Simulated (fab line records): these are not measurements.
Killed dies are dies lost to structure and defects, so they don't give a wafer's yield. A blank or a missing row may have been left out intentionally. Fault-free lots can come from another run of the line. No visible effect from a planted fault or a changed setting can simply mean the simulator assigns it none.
Problem report in the 8D (eight disciplines) form, filled by code / flow n5Finfet / the parts of the form that need people (team, actions taken, sign-off) are left out

## 1. PROBLEM STATEMENT
Wafers without a fault read 399.96 C, standard deviation 0.22; susceptorTempC at N5_BEOL_M9_PECVD_70 reads a mean of 407.93 C on 6 wafers belonging to 2 lots. That puts it +36 standard deviations away from the usual mean.
The step: deposits SiO2 from TEOS/O2, target thk 20 nm, time 22.7 s.
First observed at day 10 00:49: wafer L222.1, on pecvd-01. The record holds 33 wafers of 11 lots with a number at this step. Rule for "out" (also "out of limits"): further than 4 standard deviations from the usual mean. Any other wafer with a number is counted as sound.

## 2. WHAT IT IS; WHAT IT IS NOT
question=which readings at this step | is=susceptorTempC | is not=showerheadPlenumPTorr
question=which lots | is=L222, L224 | is not=L220, L221, L233, L235, L237, L238, L240, L241, L243
question=which wafers of those lots | is=all that have a number | is not=-
question=read on which tools | is=pecvd-01 | is not=pecvd-03
question=when | is=from day 10 00:49 | is not=up to then (6 sound wafers); but 21 sound wafers of L233, L235, L237, L238, L240, L241, L243 came after

## 3. WHAT RULES OUT EACH SUSPECT
Counting: a tool stays on the suspect list if, at a process step up to the reading, it processed all lots that are out and no sound lot following the first of them.
- pecvd-01 at N5_BEOL_M9_PECVD_70 (deposits SiO2 from TEOS/O2, target thk 20 nm, time 22.7 s): ruled out as a lasting fault. After its first lot that is out, L222 (day 10 00:49), sound lots L235, L237, L241, L240 ran on it.
Left after counting: nothing in the record.

## 4. THE CAUSE (what the simulator had put in)
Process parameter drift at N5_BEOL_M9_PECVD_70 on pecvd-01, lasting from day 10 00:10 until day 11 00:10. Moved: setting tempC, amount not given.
Counting ruled it out, wrongly.

## 5. SEQUENCE OF EFFECTS, ordered by route
Rows list readings where the struck wafers' mean (over those with a number) sits beyond 3 standard deviations from the usual. Readings are gone through only where the record gives a usual standard deviation; hours: the median, over the lots, of the time from a lot's start at the first step in this table giving one to that lot's start at this step; sigmas: the change measured in usual standard deviations.
hours=0; step=N5_BEOL_M9_PECVD_70; reading=susceptorTempC; usual=399.96 C; on struck wafers=407.93; change=+7.97; sigmas=+36
The process steps in it:
- N5_BEOL_M9_PECVD_70: deposits SiO2 from TEOS/O2, target thk 20 nm, time 22.7 s.
At these later measuring or inspecting steps, every struck wafer for which the step has a row has a number for every such reading, and none has moved that far: N5_BEOL_M9_CD_MEAS_11.

## 6. WHAT WOULD HAVE CAUGHT IT SOONER
In this record the first reading out of limits was taken at day 10 00:49, 1 hour after the fault began at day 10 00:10.
